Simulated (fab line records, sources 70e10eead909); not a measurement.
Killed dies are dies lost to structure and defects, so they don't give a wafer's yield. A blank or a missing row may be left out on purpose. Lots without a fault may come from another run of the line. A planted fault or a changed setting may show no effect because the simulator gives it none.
fab line records | flow nand_harc
record lots=6 wafers=18 last_day=24
route steps=1159 shown A_ZERO_WELL@412 A_SOURCE_PLATE@413 A_ONON_D1@424 END@1159
lots that met no fault: from a run of the same line without faults
start_h: hours from the record's first day to the start of the lot's first wafer shown | wait_h: hours since the lot's step before | " the same as in the row above | L1.1+2: a row that stands for several wafers | - no value, or no start given | * or withheld: withheld | < > ~ a bound
route shown NAME@n: a module of which the file shows steps, and the number in the route of the first | usual: mean/standard deviation of fault-free wafers | same: alike in all rows | chamber/n: place in a boat | sites: the reading at each site | _std_site: their standard deviation | _edge_site: outer sites' mean less inner sites' | radius_mm: how far each site lies from the wafer's centre | mask NAME#n: copy n | behind: the tool/chamber that last shaped the wafer | hold: why the lot was held/for how many hours/how that ended | device: the transistor (n, p or np) that didn't switch | end of line: the same wafers' tests at the end of the route | a step without rows: its recipe alone | killed: dies lost to structure and defects at the first sort, not the wafer's yield | map: a wafer's dies, x killed, . not, _ none there
set.NAME: the setting as run; set.NAME@STEP: as run at that earlier step | model.NAME: the simulator's own value behind a step, which no gauge read
lots at some steps of the route; a table a step, a row a wafer
services: from which hour (start_h, from the record's first day; less than 0 if before it) a tool's chamber was out of use, for how many hours, and why
## steps
# step NHARC_A_ZERO_WELL_INSPECT_17
# usual raw_defect_count=13/6.5
# columns lot.wafer tool chamber start_h wait_h raw_defect_count
L957.2 defect_inspect-02 - 154.66 0.1 21
L957.4 " - " " 20
L957.6 " - " " 11
L964.3 defect_inspect-01 - 194.28 0.1 17
L964.4 " - " " 9
L964.6 " - " " 16
L967.2 defect_inspect-01 - 229.86 0.1 16
L967.4 " - " " 8
L967.6 " - " " 15
L972.1 defect_inspect-01 - 241.33 0.2 15
L972.2 " - " " 9
L972.3 " - " " 11
L975.2 defect_inspect-01 - 247.40 0.1 9
L975.4 " - " " 8
L975.5 " - " " 10
L977.4 defect_inspect-01 - 265.04 0.1 7
L977.5 " - " " 9
L977.6 " - " " 7
# step NHARC_A_SOURCE_PLATE_PRECLEAN_00
# recipe time_s=60 chemistry=HF-LAST
# step NHARC_A_SOURCE_PLATE_SRD_01
# step NHARC_A_SOURCE_PLATE_OXIDE_02
# recipe target_thk_a=100 temp_c=900 ox_time_s=1362 material=SiO2
# step NHARC_A_SOURCE_PLATE_THK_MEAS_09
# recipe thk_meas_gauge=ellipsometry
# usual thk_nm=9.6/0.98
# columns lot.wafer tool chamber start_h wait_h thk_nm
L957.2 film_metro-01 - 162.26 0.4 11.1
L957.4 " - " " 8.9
L957.6 " - " " 6.9
L964.3 film_metro-01 - 201.85 0.4 8.7
L964.4 " - " " 10.1
L964.6 " - " " 11.8
L967.2 film_metro-02 - 236.86 0.4 10.4
L967.4 " - " " 11.4
L967.6 " - " " 8.2
L972.1 film_metro-01 - 245.93 0.4 9.2
L972.2 " - " " 9.4
L972.3 " - " " 9.5
L975.2 film_metro-01 - 256.36 0.4 10.7
L975.4 " - " " 9.4
L975.5 " - " " 11.2
L977.4 film_metro-02 - 272.11 0.4 9.9
L977.5 " - " " 11.4
L977.6 " - " " 10.7
# step NHARC_A_SOURCE_PLATE_PVD_04
# recipe target_thk_a=500 material=WSi2
# step NHARC_A_SOURCE_PLATE_CVD_03
# recipe target_thk_a=2000 temp_c=620 pressure_mtorr=200 time_s=4000 material=poly-Si
# step NHARC_A_SOURCE_PLATE_ANNEAL_05
# recipe temp_c=850 time_s=1800
# step NHARC_A_SOURCE_PLATE_THK_MEAS_06
# recipe thk_meas_gauge=ellipsometry
# usual thk_nm=200.1/2.3
# columns lot.wafer tool chamber start_h wait_h thk_nm
L957.2 film_metro-01 - 175.11 0.4 196.0
L957.4 " - " " 196.8
L957.6 " - " " 196.9
L964.3 film_metro-01 - 214.88 0.4 197.1
L964.4 " - " " 195.9
L964.6 " - " " 199.5
L967.2 film_metro-01 - 249.74 0.4 198.8
L967.4 " - " " 196.9
L967.6 " - " " 197.3
L972.1 film_metro-02 - 257.87 0.4 202.9
L972.2 " - " " 203.8
L972.3 " - " " 205.1
L975.2 film_metro-01 - 269.26 0.4 199.0
L975.4 " - " " 200.3
L975.5 " - " " 198.8
L977.4 film_metro-02 - 285.56 0.4 200.0
L977.5 " - " " 199.2
L977.6 " - " " 199.6
# step NHARC_A_SOURCE_PLATE_INSPECT_08
# usual raw_defect_count=59/24
# columns lot.wafer tool chamber start_h wait_h raw_defect_count
L957.2 defect_inspect-02 - 175.17 0.0 69
L957.4 " - " " 81
L957.6 " - " " 53
L964.3 defect_inspect-02 - 214.94 0.0 56
L964.4 " - " " 35
L964.6 " - " " 63
L967.2 defect_inspect-02 - 249.82 0.0 71
L967.4 " - " " 39
L967.6 " - " " 68
L972.1 defect_inspect-01 - 257.94 0.0 85
L972.2 " - " " 96
L972.3 " - " " 48
L975.2 defect_inspect-02 - 269.33 0.0 48
L975.4 " - " " 33
L975.5 " - " " 43
L977.4 defect_inspect-01 - 285.64 0.0 68
L977.5 " - " " 146
L977.6 " - " " 52
# step NHARC_A_ONON_D1_DEP_00
# recipe target_thk_a=10000 n2_flow_sccm=2750 n2o_flow_sccm=2000 nh3_flow_sccm=500 sih4_flow_sccm=210 temp_c=400
# columns lot.wafer tool chamber start_h wait_h
L957.2+4+6 pecvd_onon-03 0 175.30 0.1
L964.3+4+6 pecvd_onon-02 0 215.12 0.2
L967.2+4+6 pecvd_onon-02 0 249.95 0.1
L972.1+2+3 pecvd_onon-02 0 258.00 0.1
L975.2+4+5 pecvd_onon-01 0 269.45 0.1
L977.4+5+6 pecvd_onon-03 0 285.88 0.2
# step NHARC_A_ONON_D1_THK_MEAS_02
# recipe thk_meas_gauge=ellipsometry
# usual thk_nm=1001/12
# columns lot.wafer tool chamber start_h wait_h thk_nm
L957.2 film_metro-01 - 175.75 - 1004
L957.4 " - " " 1005
L957.6 " - " " 1006
L964.3 film_metro-02 - 215.51 - 1007
L964.4 " - " " 1006
L964.6 " - " " 1004
L967.2 film_metro-02 - 250.40 - 1005
L967.4 " - " " 1006
L967.6 " - " " 633
L972.1 film_metro-02 - 258.51 - 630
L972.2 " - " " 1003
L972.3 " - " " 1001
L975.2 film_metro-01 - 269.91 - 991
L975.4 " - " " 993
L975.5 " - " " 990
L977.4 film_metro-01 - 286.21 - 1006
L977.5 " - " " 1008
L977.6 " - " " 1009
# step NHARC_A_ONON_D1_DEP_03
# recipe target_thk_a=10000 n2_flow_sccm=2750 n2o_flow_sccm=2000 nh3_flow_sccm=500 sih4_flow_sccm=210 temp_c=400
# step NHARC_END_SORT_01
# recipe temp_c=25
# usual killed_at_array=29/10 killed_at_other=0.7/1.1 killed_at_periphery=3.3/2.4 killed_dies=33/11 killed_open=3.3/2 killed_short=1.9/1.3
# same gross_dies=677
# columns lot.wafer tool chamber start_h wait_h killed_at_array killed_at_other killed_at_periphery killed_dies killed_open killed_short
L967.6 prober-01 0 544.67 4.0 661 4 12 677 3 1
L972.1 prober-02 0 565.57 2.5 676 1 0 677 1 1
# killed by level:class
L967.6 A_ONON_D1:area_dep=626 A_SLIT:chamber_film_flake=15 P_CONTACT:chamber_film_flake=9 A_CONTACT:chamber_film_flake=7 A_CHANNEL_HOLE_D1:chamber_film_flake=5 A_STAIRCASE:chamber_film_flake=4 THIN_TSV:chamber_film_flake=4 P_STI:chamber_film_flake=3
L972.1 A_ONON_D1:area_dep=649 A_SLIT:chamber_film_flake=16 A_CHANNEL_HOLE_D1:chamber_film_flake=8 A_BLC:geometric_particle:open=1 A_M0:geometric_particle:short=1 A_CONTACT:chamber_film_flake=1 THIN_TSV:chamber_film_flake=1
# map L967.6 (x killed, . not)
____________x____________
_________xxxxxxx_________
_______xxxxxxxxxxx_______
______xxxxxxxxxxxxx______
_____xxxxxxxxxxxxxxx_____
____xxxxxxxxxxxxxxxxx____
____xxxxxxxxxxxxxxxxx____
___xxxxxxxxxxxxxxxxxxx___
___xxxxxxxxxxxxxxxxxxx___
__xxxxxxxxxxxxxxxxxxxxx__
__xxxxxxxxxxxxxxxxxxxxx__
_xxxxxxxxxxxxxxxxxxxxxxx_
_xxxxxxxxxxxxxxxxxxxxxxx_
_xxxxxxxxxxxxxxxxxxxxxxx_
_xxxxxxxxxxxxxxxxxxxxxxx_
_xxxxxxxxxxxxxxxxxxxxxxx_
xxxxxxxxxxxxxxxxxxxxxxxxx
xxxxxxxxxxxxxxxxxxxxxxxxx
xxxxxxxxxxxxxxxxxxxxxxxxx
xxxxxxxxxxxxxxxxxxxxxxxxx
xxxxxxxxxxxxxxxxxxxxxxxxx
_xxxxxxxxxxxxxxxxxxxxxxx_
_xxxxxxxxxxxxxxxxxxxxxxx_
_xxxxxxxxxxxxxxxxxxxxxxx_
_xxxxxxxxxxxxxxxxxxxxxxx_
_xxxxxxxxxxxxxxxxxxxxxxx_
__xxxxxxxxxxxxxxxxxxxxx__
__xxxxxxxxxxxxxxxxxxxxx__
___xxxxxxxxxxxxxxxxxxx___
___xxxxxxxxxxxxxxxxxxx___
____xxxxxxxxxxxxxxxxx____
____xxxxxxxxxxxxxxxxx____
_____xxxxxxxxxxxxxxx_____
______xxxxxxxxxxxxx______
_______xxxxxxxxxxx_______
_________xxxxxxx_________
____________x____________
# map L972.1 (x killed, . not)
____________x____________
_________xxxxxxx_________
_______xxxxxxxxxxx_______
______xxxxxxxxxxxxx______
_____xxxxxxxxxxxxxxx_____
____xxxxxxxxxxxxxxxxx____
____xxxxxxxxxxxxxxxxx____
___xxxxxxxxxxxxxxxxxxx___
___xxxxxxxxxxxxxxxxxxx___
__xxxxxxxxxxxxxxxxxxxxx__
__xxxxxxxxxxxxxxxxxxxxx__
_xxxxxxxxxxxxxxxxxxxxxxx_
_xxxxxxxxxxxxxxxxxxxxxxx_
_xxxxxxxxxxxxxxxxxxxxxxx_
_xxxxxxxxxxxxxxxxxxxxxxx_
_xxxxxxxxxxxxxxxxxxxxxxx_
xxxxxxxxxxxxxxxxxxxxxxxxx
xxxxxxxxxxxxxxxxxxxxxxxxx
xxxxxxxxxxxxxxxxxxxxxxxxx
xxxxxxxxxxxxxxxxxxxxxxxxx
xxxxxxxxxxxxxxxxxxxxxxxxx
_xxxxxxxxxxxxxxxxxxxxxxx_
_xxxxxxxxxxxxxxxxxxxxxxx_
_xxxxxxxxxxxxxxxxxxxxxxx_
_xxxxxxxxxxxxxxxxxxxxxxx_
_xxxxxxxxxxxxxxxxxxxxxxx_
__xxxxxxxxxxxxxxxxxxxxx__
__xxxxxxxxxxxxxxxxxxxxx__
___xxxxxxxxxxxxxxxxxxx___
___xxxxxxxxxxxxxxxxxxx___
____xxxxxxxxxxxxxxxxx____
____xxxxxxxxxxxxxxxxx____
_____xxxxxxxxxxxxxxx_____
______xxxxxxxxxxxxx______
_______xxxxxxxxxxx_______
_________xxxxxxx_________
____________x____________
## services
# columns tool chamber start_h hours kind
pecvd_onon-03 - 153.17 13.0 pm
pecvd_onon-01 - 195.29 13.0 pm
## key
first_sign step=NHARC_A_ONON_D1_THK_MEAS_02 reading=thk_nm direction=down sigmas=31 usual=1001 struck=632
effect step=NHARC_END_SORT_01 reading=killed_at_array direction=up sigmas=62 usual=29 struck=668
more_kills_born_at NHARC_A_ONON_D1_DEP_00@pecvd_onon-02=1275
met_at NHARC_A_ONON_D1_DEP_00
struck_wafers L967.6,L972.1
later_rows_left_out L967.6,L972.1
tester_left_out L967,L972
onset_between 215.12 249.95
fault kind=process_parameter_drift tool=pecvd_onon-02 chamber=- onset_h=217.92 steps=NHARC_A_ONON_D1_DEP_00 channel=target_thk_a offset=* shape=step end_h=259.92 scope=struck_wafers_only acts_in=* stated=*
# tester_left_out: of these lots the tester's yield and bins aren't shown, on N5 and GAA mostly nor the transistor test; their killed dies are dies lost to structure and defects alone, not to doping, threshold or leakage, so they don't give the yield
# later_rows_left_out: the simulator's readings of these wafers behind a module that went badly wrong aren't trusted and aren't shown, but for the sort
